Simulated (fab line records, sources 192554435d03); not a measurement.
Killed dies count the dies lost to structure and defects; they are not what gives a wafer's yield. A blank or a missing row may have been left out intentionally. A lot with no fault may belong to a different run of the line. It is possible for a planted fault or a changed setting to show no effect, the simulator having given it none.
Split-lot trial :: flow n5-finfet :: 7 lots, 39 wafers read, on a route of 1938 steps

## ON THE SPLIT
At N5_SD_EPI_N_EPI_21 (deposits Si:P, time 690 s), the setting temp-c was moved away from the recipe's 680 C on 12 of the 39 wafers read, by -0.3% to +0.5%. This setting was run at the recipe's value on the other wafers.

## FROM THE SPLIT TO THE READING: what the file shows between them, 11 steps
- N5_SD_EPI_P_ETCH_36: etches SiARC in CF4, target depth 45.5 nm, time 75.8 s (also split here: bias-w)
- N5_SD_EPI_P_ETCH_37: etches SOC in N2/H2, overetch 108 nm, time 486 s
- N5_SD_EPI_P_STRIP_38: strips in N2/H2
- N5_SD_EPI_P_EPI_21: deposits SiGe:B, time 355 s
- N5_SD_EPI_P_HM_STRIP_48: strips SiNx in H3PO4, material SiNx, target depth 3 nm
- N5_SD_EPI_P_SRD_49: time 30 s
- N5_SD_EPI_P_PRECLEAN_24: cleans in O3/DIW, time 45 s
- N5_SD_EPI_P_PRECLEAN_32: cleans in dHF, time 10 s
- N5_SD_EPI_P_PRECLEAN_33: cleans in SC2, time 45 s
- N5_SD_ACTIVATION_RTA_00: time 0 s
- N5_SD_ACTIVATION_LSA_01: time 0.0008 s

## THE READING
RS_SD_N (ohm/sq), read at N5_SD_ACTIVATION_RS_MEAS_03 with a four-point probe. On this fab line, fault-free wafers typically give 21.86 ohm/sq with a standard deviation of 0.28 ohm/sq.

wafer: L080.1
tool, chamber at the split: epi-rpcvd-01, 0
temp-c as run, C: 680
against the recipe: recipe
RS_SD_N, ohm/sq: 21.55
against lot-mates on the recipe: -

wafer: L080.2
tool, chamber at the split: epi-rpcvd-01, 0
temp-c as run, C: 680
against the recipe: recipe
RS_SD_N, ohm/sq: 21.88
against lot-mates on the recipe: -

wafer: L080.3
tool, chamber at the split: epi-rpcvd-01, 0
temp-c as run, C: 680
against the recipe: recipe
RS_SD_N, ohm/sq: 21.69
against lot-mates on the recipe: -

wafer: L080.4
tool, chamber at the split: epi-rpcvd-01, 0
temp-c as run, C: 680
against the recipe: recipe
RS_SD_N, ohm/sq: 22.02
against lot-mates on the recipe: -

wafer: L080.5
tool, chamber at the split: epi-rpcvd-01, 0
temp-c as run, C: 680
against the recipe: recipe
RS_SD_N, ohm/sq: 21.94
against lot-mates on the recipe: -

wafer: L080.6
tool, chamber at the split: epi-rpcvd-01, 0
temp-c as run, C: 680
against the recipe: recipe
RS_SD_N, ohm/sq: 21.77
against lot-mates on the recipe: -

wafer: L087.2
tool, chamber at the split: epi-rpcvd-03, 0
temp-c as run, C: 680
against the recipe: recipe
RS_SD_N, ohm/sq: 21.77
against lot-mates on the recipe: -

wafer: L087.3
tool, chamber at the split: epi-rpcvd-03, 0
temp-c as run, C: 680
against the recipe: recipe
RS_SD_N, ohm/sq: 21.84
against lot-mates on the recipe: -

wafer: L087.6
tool, chamber at the split: epi-rpcvd-03, 0
temp-c as run, C: 680
against the recipe: recipe
RS_SD_N, ohm/sq: 22.15
against lot-mates on the recipe: -

wafer: L089.1
tool, chamber at the split: epi-rpcvd-02, 0
temp-c as run, C: 680
against the recipe: recipe
RS_SD_N, ohm/sq: 22.00
against lot-mates on the recipe: -

wafer: L089.2
tool, chamber at the split: epi-rpcvd-02, 0
temp-c as run, C: 680
against the recipe: recipe
RS_SD_N, ohm/sq: 21.38
against lot-mates on the recipe: -

wafer: L089.3
tool, chamber at the split: epi-rpcvd-02, 0
temp-c as run, C: 680
against the recipe: recipe
RS_SD_N, ohm/sq: 21.75
against lot-mates on the recipe: -

wafer: L089.4
tool, chamber at the split: epi-rpcvd-02, 0
temp-c as run, C: 680
against the recipe: recipe
RS_SD_N, ohm/sq: 21.82
against lot-mates on the recipe: -

wafer: L089.5
tool, chamber at the split: epi-rpcvd-02, 0
temp-c as run, C: 680
against the recipe: recipe
RS_SD_N, ohm/sq: 21.53
against lot-mates on the recipe: -

wafer: L089.6
tool, chamber at the split: epi-rpcvd-02, 0
temp-c as run, C: 680
against the recipe: recipe
RS_SD_N, ohm/sq: 21.80
against lot-mates on the recipe: -

wafer: L090.1
tool, chamber at the split: epi-rpcvd-01, 0
temp-c as run, C: 680
against the recipe: recipe
RS_SD_N, ohm/sq: 21.63
against lot-mates on the recipe: -

wafer: L090.2
tool, chamber at the split: epi-rpcvd-01, 0
temp-c as run, C: 677.9
against the recipe: -0.3%
RS_SD_N, ohm/sq: 22.28
against lot-mates on the recipe: +0.61

wafer: L090.3
tool, chamber at the split: epi-rpcvd-01, 0
temp-c as run, C: 680
against the recipe: recipe
RS_SD_N, ohm/sq: 21.80
against lot-mates on the recipe: -

wafer: L090.4
tool, chamber at the split: epi-rpcvd-01, 0
temp-c as run, C: 680
against the recipe: recipe
RS_SD_N, ohm/sq: 21.59
against lot-mates on the recipe: -

wafer: L090.5
tool, chamber at the split: epi-rpcvd-01, 0
temp-c as run, C: 677.9
against the recipe: -0.3%
RS_SD_N, ohm/sq: 22.48
against lot-mates on the recipe: +0.81

wafer: L090.6
tool, chamber at the split: epi-rpcvd-01, 0
temp-c as run, C: 677.9
against the recipe: -0.3%
RS_SD_N, ohm/sq: 22.67
against lot-mates on the recipe: +1.00

wafer: L092.1
tool, chamber at the split: epi-rpcvd-01, 0
temp-c as run, C: 680
against the recipe: recipe
RS_SD_N, ohm/sq: 21.73
against lot-mates on the recipe: -

wafer: L092.2
tool, chamber at the split: epi-rpcvd-01, 0
temp-c as run, C: 683.6
against the recipe: +0.5%
RS_SD_N, ohm/sq: 20.92
against lot-mates on the recipe: -1.22

wafer: L092.3
tool, chamber at the split: epi-rpcvd-01, 0
temp-c as run, C: 680
against the recipe: recipe
RS_SD_N, ohm/sq: 22.60
against lot-mates on the recipe: -

wafer: L092.4
tool, chamber at the split: epi-rpcvd-01, 0
temp-c as run, C: 683.6
against the recipe: +0.5%
RS_SD_N, ohm/sq: 20.75
against lot-mates on the recipe: -1.39

wafer: L092.5
tool, chamber at the split: epi-rpcvd-01, 0
temp-c as run, C: 680
against the recipe: recipe
RS_SD_N, ohm/sq: 22.08
against lot-mates on the recipe: -

wafer: L092.6
tool, chamber at the split: epi-rpcvd-01, 0
temp-c as run, C: 683.6
against the recipe: +0.5%
RS_SD_N, ohm/sq: 20.71
against lot-mates on the recipe: -1.43

wafer: L095.1
tool, chamber at the split: epi-rpcvd-03, 0
temp-c as run, C: 680
against the recipe: recipe
RS_SD_N, ohm/sq: 21.46
against lot-mates on the recipe: -

wafer: L095.2
tool, chamber at the split: epi-rpcvd-03, 0
temp-c as run, C: 680
against the recipe: recipe
RS_SD_N, ohm/sq: 21.44
against lot-mates on the recipe: -

wafer: L095.3
tool, chamber at the split: epi-rpcvd-03, 0
temp-c as run, C: 682.1
against the recipe: +0.3%
RS_SD_N, ohm/sq: 20.97
against lot-mates on the recipe: -0.53

wafer: L095.4
tool, chamber at the split: epi-rpcvd-03, 0
temp-c as run, C: 682.1
against the recipe: +0.3%
RS_SD_N, ohm/sq: 20.66
against lot-mates on the recipe: -0.84

wafer: L095.5
tool, chamber at the split: epi-rpcvd-03, 0
temp-c as run, C: 682.1
against the recipe: +0.3%
RS_SD_N, ohm/sq: 20.82
against lot-mates on the recipe: -0.68

wafer: L095.6
tool, chamber at the split: epi-rpcvd-03, 0
temp-c as run, C: 680
against the recipe: recipe
RS_SD_N, ohm/sq: 21.61
against lot-mates on the recipe: -

wafer: L096.1
tool, chamber at the split: epi-rpcvd-03, 0
temp-c as run, C: 680
against the recipe: recipe
RS_SD_N, ohm/sq: 21.40
against lot-mates on the recipe: -

wafer: L096.2
tool, chamber at the split: epi-rpcvd-03, 0
temp-c as run, C: 681.9
against the recipe: +0.3%
RS_SD_N, ohm/sq: 20.82
against lot-mates on the recipe: -0.63

wafer: L096.3
tool, chamber at the split: epi-rpcvd-03, 0
temp-c as run, C: 681.9
against the recipe: +0.3%
RS_SD_N, ohm/sq: 20.78
against lot-mates on the recipe: -0.67

wafer: L096.4
tool, chamber at the split: epi-rpcvd-03, 0
temp-c as run, C: 680
against the recipe: recipe
RS_SD_N, ohm/sq: 21.52
against lot-mates on the recipe: -

wafer: L096.5
tool, chamber at the split: epi-rpcvd-03, 0
temp-c as run, C: 680
against the recipe: recipe
RS_SD_N, ohm/sq: 21.43
against lot-mates on the recipe: -

wafer: L096.6
tool, chamber at the split: epi-rpcvd-03, 0
temp-c as run, C: 681.9
against the recipe: +0.3%
RS_SD_N, ohm/sq: 20.91
against lot-mates on the recipe: -0.54

FIT RESULTS
A straight line over all 39 wafers: RS_SD_N changes by -2.29 ohm/sq for each +1% of temp-c; r = -0.86; the points scatter about the line by 0.27 ohm/sq.
The same after taking each lot's own level away (the mean of its wafers on the recipe; 39 wafers): -2.46 ohm/sq for each +1%; r = -0.94; scatter 0.17 ohm/sq.
The reading moves by 1.3 ohm/sq for the largest change in temp-c, on that fit.
Measured against the standard deviation above, the lots' own levels, which go from 21.450 to 22.137 ohm/sq, span 2.5 times it.
Hence the lot-to-lot level has little effect on the slope; both slopes agree.
Check: with one of the wafers moved furthest among these (+0.5%) left out of the fit, the line predicts -1.31 ohm/sq for it against its lot-mates. It came out at -1.22 ohm/sq against them.

## THE OTHER SPLITS THESE WAFERS WENT THROUGH
Other splits were also applied to these wafers ahead of the reading. Each is held against what the fit with the lots' levels taken away leaves over:
other split on the same wafers: N5_DUMMY_GATE_CVD_03 target-thk-a
wafers away from the commonest value: 30
r with RS_SD_N (lot level and that fit taken away): -0.01

other split on the same wafers: N5_DUMMY_GATE_EXPOSE_12 dose-mj
wafers away from the commonest value: 12
r with RS_SD_N (lot level and that fit taken away): +0.07

other split on the same wafers: N5_SD_EPI_P_ETCH_36 bias-w
wafers away from the commonest value: 18
r with RS_SD_N (lot level and that fit taken away): +0.20

## THE WHOLE CHAIN: every reading that the file lists as answering this split, in the file's order
step: N5_SD_EPI_N_EPI_21
what it does: deposits Si:P, time 690 s
reading: Si-P_of_SD_EPI_N_EPI_21.thk-nm (the simulator's own value, which no gauge read)
change (the file's fit): +6.99 nm for each +1% of the setting
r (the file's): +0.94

step: N5_SD_EPI_P_HM_STRIP_48
what it does: strips SiNx in H3PO4, material SiNx, target depth 3 nm
reading: Si-P_of_SD_EPI_N_EPI_21.thk-nm (the simulator's own value, which no gauge read)
change (the file's fit): +6.88 nm for each +1% of the setting
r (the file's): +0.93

step: N5_SD_EPI_P_PRECLEAN_24
what it does: cleans in O3/DIW, time 45 s
reading: Si-P_of_SD_EPI_N_EPI_21.thk-nm (the simulator's own value, which no gauge read)
change (the file's fit): +6.85 nm for each +1% of the setting
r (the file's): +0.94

step: N5_SD_ACTIVATION_RS_MEAS_03
what it does: measures by four-point-probe
reading: RS_SD_N
change (the file's fit): -2.44 for each +1% of the setting
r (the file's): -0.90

## THE FILE'S OWN FIT
RS_SD_N changes by -2.44 ohm/sq for each +1% of temp-c, r = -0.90.
